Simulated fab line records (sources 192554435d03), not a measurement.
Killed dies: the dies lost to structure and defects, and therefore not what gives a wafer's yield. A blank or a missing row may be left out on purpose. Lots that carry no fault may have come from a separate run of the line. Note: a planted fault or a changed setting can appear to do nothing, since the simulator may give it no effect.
fab line records	flow n5_finfet
record lots=9	wafers=27	last_day=17
route steps=1938 shown BEOL_M4@1056
lots that met no fault: taken from a fault-free run of the same line
start_h: the number of hours between the record's first day and the start of the first shown wafer of the lot	wait_h: time in hours since the lot's previous step	" unchanged from the row above	L1.1+2: a row that stands for several wafers	- either no value or no given start	* or withheld: withheld	< > ~ a bound
route shown NAME@n: a module of which the file shows steps, and the number in the route of the first	usual: the fault-free wafers' mean and standard deviation	same: alike in all rows	chamber/n: place in a boat	sites: the reading at each site	_std_site: their standard deviation	_edge_site: outer sites' mean less inner sites'	radius_mm: for every site, how far away it sits from the centre of the wafer	mask NAME#n: copy n	behind: the last tool/chamber to shape the wafer	hold: what put the lot on hold/how long, in hours/how the hold closed	device: whichever transistor did not switch (one of n, p or np)	end of line: tests run on the same wafers once the route is complete	a step given without rows: its recipe and nothing more	killed: count of dies lost to structure and defects at first sort (not the wafer's yield)	map: per-die view of a wafer (x killed, . not killed, _ where there is no die)
set.NAME: the setting that was run; set.NAME@STEP: the one run at that earlier step	model.NAME: the simulator's own value behind a step, which no gauge read
a sample of lots followed through the steps of the route, with each step as a table and each wafer as a row
services: when a tool's chamber went out of use (start_h, in hours from the record's first day, below 0 if earlier), for how many hours, and the reason
## steps
# step N5_BEOL_M4_CD_MEAS_28
# recipe target_cd_nm=26.2	landing_energy_ev=500	detector=se_inlens	target_cd_y_nm=24.1	polarity=opening
# usual cd_nm=26.22/0.22
# same landing_energy_ev=500
lot.wafer	tool	chamber	start_h	wait_h	cd_nm
L798.1	cd_sem-02	0	164.20	-	26.62
L798.4	"	0	"	"	26.34
L798.5	"	0	"	"	26.33
L800.3	cd_sem-01	0	171.43	-	25.92
L800.4	"	0	"	"	26.40
L800.6	"	0	"	"	26.07
L802.2	cd_sem-03	0	177.86	-	26.16
L802.4	"	0	"	"	25.89
L802.5	"	0	"	"	26.49
L805.1	cd_sem-02	0	197.43	-	26.21
L805.3	"	0	"	"	26.39
L805.6	"	0	"	"	26.29
L809.2	cd_sem-03	0	226.06	-	26.14
L809.3	"	0	"	"	26.41
L809.4	"	0	"	"	26.36
L810.1	cd_sem-03	0	230.72	-	26.65
L810.3	"	0	"	"	26.59
L810.5	"	0	"	"	26.54
L812.1	cd_sem-02	0	234.35	-	25.96
L812.2	"	0	"	"	26.53
L812.5	"	0	"	"	26.01
L818.1	cd_sem-01	0	278.11	-	26.12
L818.2	"	0	"	"	26.35
L818.3	"	0	"	"	26.22
L819.2	cd_sem-01	0	294.66	-	25.90
L819.4	"	0	"	"	26.13
L819.6	"	0	"	"	25.83
# step N5_BEOL_M4_ETCHBACK_99
# recipe chemistry=CHF3	target=SiO2	target_depth_a=50	time_s=10.4	source_w=215	bias_w=47	Ar_flow_sccm=200	CHF3_flow_sccm=12	ion_energy_ev=100	pressure_mtorr=30
# usual bias_w=47.01/0.13	drypump_motor_current_A=5.7/0.43	oes_product_au=0.82/0.07	rf_fwd_power_W=212.4/0.84	rf_vpp_V=241.4/2.4	showerhead_plenum_p_Torr=2.15/0.078	throttle_valve_pct=16.99/0.22
# same time_s=10.4
lot.wafer	tool	chamber	start_h	wait_h	bias_w	drypump_motor_current_A	oes_product_au	rf_fwd_power_W	rf_hours_counter_h	rf_vpp_V	showerhead_plenum_p_Torr	throttle_valve_pct
L798.1	rie_diel-04	2	172.00	7.5	46.91	6.0	0.90	213.4	39	241.4	2.18	16.65
L798.4	"	2	"	"	46.86	6.0	0.91	213.5	-	241.1	2.18	16.64
L798.5	"	3	"	"	47.05	5.0	0.86	212.4	-	237.3	2.17	16.99
L800.3	rie_diel-04	2	172.96	1.1	47.06	6.0	0.90	213.0	40	242.1	2.18	16.65
L800.4	"	1	"	"	47.20	5.8	0.82	212.6	-	241.5	2.09	17.10
L800.6	"	2	"	"	46.94	6.0	0.89	213.1	-	242.1	2.18	16.63
L802.2	rie_diel-02	1	186.68	6.5	46.98	5.9	0.72	212.0	192	239.0	2.06	17.17
L802.4	"	0	"	"	46.67	6.8	0.68	211.3	242	242.5	2.03	16.91
L802.5	"	1	"	"	47.03	5.9	0.72	211.2	-	238.8	2.06	17.17
L805.1	rie_diel-02	3	197.96	0.2	46.76	5.3	0.82	211.3	78	244.8	2.18	16.98
L805.3	"	0	"	"	46.90	6.8	0.67	209.7	247	242.9	2.03	16.91
L805.6	"	0	"	"	46.83	6.8	0.67	210.4	-	242.1	2.03	16.91
L809.2	rie_diel-04	2	234.59	8.2	47.06	6.0	0.86	213.3	63	240.2	2.17	16.70
L809.3	"	1	"	"	47.00	5.8	0.81	212.7	-	242.6	2.08	17.14
L809.4	"	2	"	"	47.10	6.0	0.86	213.1	-	240.9	2.17	16.68
L810.1	rie_diel-04	1	235.15	4.1	46.96	5.8	0.79	211.3	97	241.1	2.08	17.16
L810.3	"	2	"	"	47.20	6.0	0.86	211.7	-	241.5	2.17	16.71
L810.5	"	2	"	"	47.07	6.0	0.86	212.4	-	242.0	2.17	16.69
L812.1	rie_diel-05	3	238.10	2.8	46.96	5.7	0.85	213.6	52	241.3	2.09	17.23
L812.2	"	1	"	"	47.00	5.9	0.80	211.5	87	241.4	2.17	16.65
L812.5	"	1	"	"	47.08	5.9	0.81	211.9	-	238.4	2.17	16.63
L818.1	rie_diel-02	2	282.46	3.9	46.99	5.6	0.86	213.2	79	243.0	2.27	17.19
L818.2	"	1	"	"	47.06	5.9	0.69	212.3	230	238.3	2.04	17.25
L818.3	"	0	"	"	46.88	6.8	0.91	211.2	17	246.6	2.29	16.52
L819.2	rie_diel-04	3	297.64	2.5	47.16	5.0	0.80	212.7	102	237.1	2.16	17.06
L819.4	"	2	"	"	47.05	6.0	0.84	213.6	86	241.1	2.17	16.73
L819.6	"	0	"	"	47.00	5.0	0.96	213.8	-	242.4	2.29	16.74
# step N5_BEOL_M4_ETCH_41
# recipe chemistry=CH3F/O2	target=SiCN	target_depth_a=299	taper_deg=2	time_s=52.5	ion_energy_ev=120	mask_material=TiN	pressure_mtorr=30	source_w=395	bias_w=75	Ar_flow_sccm=150	CH3F_flow_sccm=30	O2_flow_sccm=20
# usual bias_w=74.97/0.23	drypump_motor_current_A=5.7/0.44	oes_product_au=0.82/0.069	rf_fwd_power_W=391.0/1.7	rf_vpp_V=297.3/1.6	showerhead_plenum_p_Torr=2.00/0.072	throttle_valve_pct=16.24/0.22
# same time_s=52.5
lot.wafer	tool	chamber	start_h	wait_h	bias_w	drypump_motor_current_A	oes_product_au	rf_fwd_power_W	rf_hours_counter_h	rf_vpp_V	showerhead_plenum_p_Torr	throttle_valve_pct
L798.1	rie_diel-04	2	172.28	-	74.63	6.0	0.90	392.6	40	296.7	2.03	15.90
L798.4	"	2	"	"	74.50	6.0	0.90	393.1	-	298.4	2.03	15.90
L798.5	"	3	"	"	74.68	5.0	0.85	390.7	-	297.6	2.02	16.25
L800.3	rie_diel-04	2	173.23	-	75.23	6.0	0.89	391.2	40	298.1	2.03	15.91
L800.4	"	1	"	"	74.87	5.8	0.82	391.9	-	295.8	1.94	16.38
L800.6	"	2	"	"	75.31	6.0	0.89	389.5	-	297.9	2.03	15.91
L802.2	rie_diel-02	1	186.95	-	74.66	5.9	0.71	390.4	192	294.9	1.91	16.42
L802.4	"	0	"	"	75.03	6.8	0.68	388.1	242	295.5	1.89	16.18
L802.5	"	1	"	"	74.77	6.0	0.72	392.6	-	294.8	1.91	16.44
L805.1	rie_diel-02	3	198.23	-	74.90	5.3	0.81	388.2	78	296.6	2.03	16.23
L805.3	"	0	"	"	75.06	6.8	0.68	388.3	247	295.3	1.89	16.18
L805.6	"	0	"	"	75.15	6.8	0.68	389.3	-	294.8	1.89	16.18
L809.2	rie_diel-04	2	234.99	-	74.91	6.0	1.26	391.7	64	298.0	2.02	15.97
L809.3	"	1	"	"	74.79	5.8	0.81	391.5	-	296.5	1.94	16.40
L809.4	"	2	"	"	75.08	6.0	0.87	391.7	-	298.1	2.02	15.94
L810.1	rie_diel-04	1	235.56	-	75.23	5.9	1.14	391.6	98	298.6	1.93	16.41
L810.3	"	2	"	"	74.92	6.0	0.85	394.2	-	296.6	2.02	15.96
L810.5	"	2	"	"	74.88	6.0	0.86	392.7	-	299.5	2.02	15.94
L812.1	rie_diel-05	3	238.38	-	74.83	5.7	0.84	392.5	52	297.2	1.94	16.48
L812.2	"	1	"	"	74.96	5.9	0.81	391.3	88	298.3	2.01	15.90
L812.5	"	1	"	"	75.01	5.9	0.81	392.2	-	299.2	2.02	15.88
L818.1	rie_diel-02	2	282.74	-	74.96	5.6	0.86	390.8	80	300.1	2.11	16.42
L818.2	"	1	"	"	75.38	5.9	0.70	387.8	230	295.5	1.90	16.51
L818.3	"	0	"	"	74.96	6.8	0.93	389.0	17	300.0	2.13	15.76
L819.2	rie_diel-04	3	297.92	-	74.89	5.0	0.80	391.0	102	297.1	2.01	16.33
L819.4	"	2	"	"	74.67	6.0	0.83	391.5	86	297.9	2.01	15.99
L819.6	"	0	"	"	75.07	5.0	0.97	392.0	-	299.6	2.13	15.98
# step N5_BEOL_M4_CD_MEAS_35
# recipe target_cd_nm=18	target_cd_y_nm=22.4	polarity=opening
# usual cd_nm=18.0/0.31
lot.wafer	tool	chamber	start_h	wait_h	cd_nm
L798.1	cd_sem-02	-	172.55	0.0	17.9
L798.4	"	-	"	"	17.8
L798.5	"	-	"	"	18.3
L800.3	cd_sem-03	-	173.51	0.0	18.4
L800.4	"	-	"	"	18.3
L800.6	"	-	"	"	18.2
L802.2	cd_sem-02	-	187.23	0.0	18.3
L802.4	"	-	"	"	18.0
L802.5	"	-	"	"	18.2
L805.1	cd_sem-02	-	198.50	0.0	18.1
L805.3	"	-	"	"	18.3
L805.6	"	-	"	"	18.1
L809.2	cd_sem-03	-	235.44	0.0	18.1
L809.3	"	-	"	"	17.5
L809.4	"	-	"	"	17.6
L810.1	cd_sem-01	-	236.00	0.0	18.8
L810.3	"	-	"	"	18.1
L810.5	"	-	"	"	18.2
L812.1	cd_sem-02	-	238.65	0.0	17.6
L812.2	"	-	"	"	18.2
L812.5	"	-	"	"	18.3
L818.1	cd_sem-03	-	283.01	0.0	18.1
L818.2	"	-	"	"	17.9
L818.3	"	-	"	"	17.5
L819.2	cd_sem-02	-	298.19	0.0	18.2
L819.4	"	-	"	"	18.3
L819.6	"	-	"	"	18.4
# step N5_BEOL_M4_RC_MEAS_101
# usual DIBL_N=36.2/1.5	DIBL_P=36.2/1.7	IOFF_N=0.155/0.021	IOFF_P=0.216/0.026	ION_N=674/11	ION_P=464/6.8	SS_N=71.5/0.56	SS_P=73.3/0.6	VT_N=250.2/2.6	VT_P=-249.3/2.5
lot.wafer	tool	chamber	start_h	wait_h	DIBL_N[mV/V]	DIBL_P[mV/V]	IOFF_N[nA/um]	IOFF_P[nA/um]	ION_N[uA/um]	ION_P[uA/um]	SS_N[mV/dec]	SS_P[mV/dec]	VT_N[mV]	VT_P[mV]
L798.1	prober-01	0	176.56	0.0	33.3	33.5	0.137	0.185	679	470	70.5	73.2	251.1	-248.6
L798.4	"	0	"	"	35.6	36.3	0.173	0.222	691	471	71.4	73.4	247.4	-246.7
L798.5	"	0	"	"	36.5	36.6	0.191	0.233	693	477	72.2	73.1	246.9	-245.7
L800.3	prober-01	0	178.64	0.3	36.1	36.1	0.164	0.235	669	464	71.8	73.6	247.7	-247.4
L800.4	"	0	"	"	33.8	33.9	0.140	0.190	677	470	71.4	72.2	251.1	-251.2
L800.6	"	0	"	"	35.9	36.0	0.167	0.228	660	462	72.2	74.4	247.7	-248.1
L802.2	prober-01	0	191.63	0.2	37.9	35.0	0.143	0.214	660	455	71.5	74.1	253.3	-249.4
L802.4	"	0	"	"	37.4	34.1	0.141	0.199	654	451	71.2	73.2	253.1	-248.9
L802.5	"	0	"	"	38.8	36.2	0.162	0.236	656	458	71.5	74.1	249.7	-248.5
L805.1	prober-02	0	202.61	0.0	38.5	38.2	0.196	0.274	668	458	72.3	73.6	248.9	-246.0
L805.3	"	0	"	"	37.1	37.8	0.172	0.262	672	471	72.3	74.3	248.0	-247.3
L805.6	"	0	"	"	36.1	36.3	0.163	0.241	688	472	71.6	74.4	246.4	-247.0
L809.2	prober-01	0	239.64	0.2	32.9	33.6	0.135	0.209	687	475	71.5	72.1	248.7	-246.3
L809.3	"	0	"	"	33.8	34.4	0.149	0.216	680	469	71.3	72.6	249.3	-247.4
L809.4	"	0	"	"	33.1	34.2	0.141	0.213	674	468	70.4	72.6	247.7	-246.8
L810.1	prober-02	0	241.05	0.0	36.9	36.2	0.154	0.235	662	463	71.2	72.6	250.8	-246.5
L810.3	"	0	"	"	39.5	39.9	0.221	0.302	689	479	71.5	73.6	242.6	-245.0
L810.5	"	0	"	"	36.4	36.4	0.158	0.239	690	473	72.1	72.4	247.0	-247.0
L812.1	prober-01	0	243.14	0.0	35.9	37.0	0.148	0.195	679	457	71.0	73.3	252.3	-253.9
L812.2	"	0	"	"	34.9	35.6	0.132	0.174	663	454	71.6	73.0	253.1	-255.1
L812.5	"	0	"	"	35.9	36.9	0.158	0.200	666	458	71.6	72.6	249.4	-254.0
L818.1	prober-02	0	286.88	0.0	39.7	38.9	0.181	0.247	675	457	72.4	74.0	249.7	-246.9
L818.2	"	0	"	"	38.4	37.6	0.163	0.224	681	466	71.9	72.7	249.6	-248.6
L818.3	"	0	"	"	36.9	35.6	0.139	0.201	684	471	72.0	72.5	251.3	-249.3
L819.2	prober-01	0	303.72	0.2	38.5	37.4	0.169	0.240	682	472	71.6	74.0	249.8	-248.0
L819.4	"	0	"	"	37.8	36.8	0.157	0.241	660	463	72.0	74.0	250.4	-248.8
L819.6	"	0	"	"	38.0	36.3	0.160	0.234	666	460	71.7	73.9	249.1	-248.1
## services
tool	chamber	start_h	hours	kind
rie_diel-02	2	148.16	3.1	repair
rie_diel-05	2	160.82	-	clean
rie_diel-05	2	160.82	-	consumable_replace:esc
rie_diel-05	2	160.82	-	consumable_replace:focus_ring
rie_diel-05	2	160.82	23.6	scheduled_down
rie_diel-05	2	160.82	23.6	vent_cycle
rie_diel-04	0	167.44	22.2	repair
rie_diel-04	-	173.55	2.8	pm
rie_diel-02	-	192.50	0.7	repair
rie_diel-04	1	193.71	6.3	repair
rie_diel-02	0	201.88	9.7	repair
rie_diel-02	0	215.95	-	clean
rie_diel-02	0	215.95	-	consumable_replace:focus_ring
rie_diel-02	0	215.95	-	consumable_replace:showerhead
rie_diel-02	0	215.95	21.3	scheduled_down
rie_diel-02	0	215.95	21.3	vent_cycle
rie_diel-04	0	233.87	4.2	repair
rie_diel-04	2	248.81	4.0	repair
rie_diel-04	0	271.54	-	clean
rie_diel-04	0	271.54	-	consumable_replace:focus_ring
rie_diel-04	0	271.54	-	consumable_replace:showerhead
rie_diel-04	0	271.54	20.0	scheduled_down
rie_diel-04	0	271.54	20.0	vent_cycle
## key
first_sign step=N5_BEOL_M4_ETCH_41	reading=oes_product_au	direction=up	sigmas=5.5	usual=0.82	struck=1.20
effect none on later readings
met_at N5_BEOL_M4_ETCH_41
struck_lots L809,L810
struck_wafers L809.2,L810.1
not_acting_at N5_BEOL_M4_CD_MEAS_28,N5_BEOL_M4_ETCHBACK_99,N5_BEOL_M4_CD_MEAS_35
onset_between 173.23 234.99
fault kind=process_parameter_drift	tool=rie_diel-04	chamber=-	onset_h=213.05	steps=N5_BEOL_M4_ETCH_41	channel=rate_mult	offset=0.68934	shape=step	end_h=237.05	scope=struck_wafers_only
